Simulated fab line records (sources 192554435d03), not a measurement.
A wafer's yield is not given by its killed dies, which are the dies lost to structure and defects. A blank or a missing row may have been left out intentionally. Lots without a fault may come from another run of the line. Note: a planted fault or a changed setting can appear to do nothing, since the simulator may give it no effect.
Split-lot study | flow n5 finfet | 21 wafers read from 7 lots, route of 1938 steps

## SPLIT DETAILS
At N5_MOL_CONTACT_COAG_ALD_133 (deposits SiO2, target thk 5 nm, pulse time 1 s, co reactant pulse time 1 s), the setting ald cycles was moved away from the recipe's 35 on 8 of the 21 wafers read, by -8.6% to +17.1%. All remaining wafers had this setting at the recipe value.

The split's own step is where the reading is taken.

## THE READING
SiO2_of_MOL_CONTACT_COAG_ALD_133.thk nm (the simulator's own value, which no gauge read), in nm, at N5_MOL_CONTACT_COAG_ALD_133 (deposits SiO2, target thk 5 nm, pulse time 1 s, co reactant pulse time 1 s). No usual value for it is given in the file.

wafer  | tool, chamber at the split | ald cycles as run | against the recipe | SiO2_of_MOL_CONTACT_COAG_ALD_133.thk nm, nm | against lot-mates on the recipe
L074.1 | ald sin-04, 2,1            | 35                | recipe             | 5                                           | -
L074.3 | ald sin-04, 2,1            | 35                | recipe             | 5                                           | -
L074.2 | ald sin-04, 0              | 38                | +8.6%              | 5.4                                         | +0.4
L079.2 | ald sin-01, 0,3,1          | 35                | recipe             | 5                                           | -
L079.4 | ald sin-01, 0,3,1          | 35                | recipe             | 5                                           | -
L079.6 | ald sin-01, 0,3,1          | 35                | recipe             | 5                                           | -
L083.2 | ald sin-03, 2,0            | 37                | +5.7%              | 5.2                                         | +0.2
L083.3 | ald sin-03, 2,0            | 37                | +5.7%              | 5.2                                         | +0.2
L083.4 | ald sin-03, 3              | 35                | recipe             | 5                                           | -
L087.4 | ald sin-04, 2,1            | 35                | recipe             | 5                                           | -
L087.5 | ald sin-04, 2,1            | 35                | recipe             | 5                                           | -
L087.6 | ald sin-04, 0              | 41                | +17.1%             | 5.8                                         | +0.8
L092.1 | ald sin-04, 1              | 41                | +17.1%             | 5.8                                         | +0.8
L092.3 | ald sin-04, 0,3            | 35                | recipe             | 5                                           | -
L092.4 | ald sin-04, 0,3            | 35                | recipe             | 5                                           | -
L094.3 | ald sin-01, 0              | 35                | recipe             | 5                                           | -
L094.5 | ald sin-01, 3,2            | 37                | +5.7%              | 5.2                                         | +0.2
L094.6 | ald sin-01, 3,2            | 37                | +5.7%              | 5.2                                         | +0.2
L095.1 | ald sin-04, 0,3            | 35                | recipe             | 5                                           | -
L095.4 | ald sin-04, 0,3            | 35                | recipe             | 5                                           | -
L095.3 | ald sin-04, 2              | 32                | -8.6%              | 4.6                                         | -0.4
Rows listing several chambers each stand for several wafers; the file does not say which wafer went through which chamber.

FIT RESULTS
A straight line over all 21 wafers: SiO2_of_MOL_CONTACT_COAG_ALD_133.thk nm changes by +0.0455 nm for each +1% of ald cycles; r = +1.00; the points scatter about the line by 0.027 nm.
The same after taking each lot's own level away (the mean of its wafers on the recipe; 21 wafers): +0.0455 nm for each +1%; r = +1.00; scatter 0.027 nm.
According to that fit, moving ald cycles by its largest amount changes the reading by 0.78 nm.
The lots' own levels span 5.00 to 5.00 nm.
The two slopes agree, so the slope changes little with the lot-to-lot level.
Check: with one of the wafers moved furthest among these (+17.1%) left out of the fit, the line predicts +0.756 nm for it against its lot-mates. It came out at +0.8 nm against them.

## OTHER SPLITS APPLIED TO THESE WAFERS
Note: prior to the reading, these wafers also went through further splits. Each is held against what the fit with the lots' levels taken away leaves over:
other split on the same wafers        | wafers away from the commonest value | r with SiO2_of_MOL_CONTACT_COAG_ALD_133.thk nm (lot level and that fit taken away)
N5_HKMG_FIN_EXPOSE_46 dose mj         | 5                                    | -0.13
N5_HKMG_FIN_ETCH_54 source w          | 8                                    | +0.25
N5_GATE_CUT_CMP_23 down force psi     | 6                                    | +0.14
N5_MOL_CONTACT_COAG_EXPOSE_05 dose mj | 8                                    | +0.16
N5_MOL_CONTACT_COAG_ETCH_105 bias w   | 7                                    | -0.24
N5_MOL_CONTACT_COAG_DESCUM_45 time s  | 8                                    | +0.36

## FILE'S OWN FIT
SiO2_of_MOL_CONTACT_COAG_ALD_133.thk nm changes by +0.0457 nm for each +1% of ald cycles, r = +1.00.
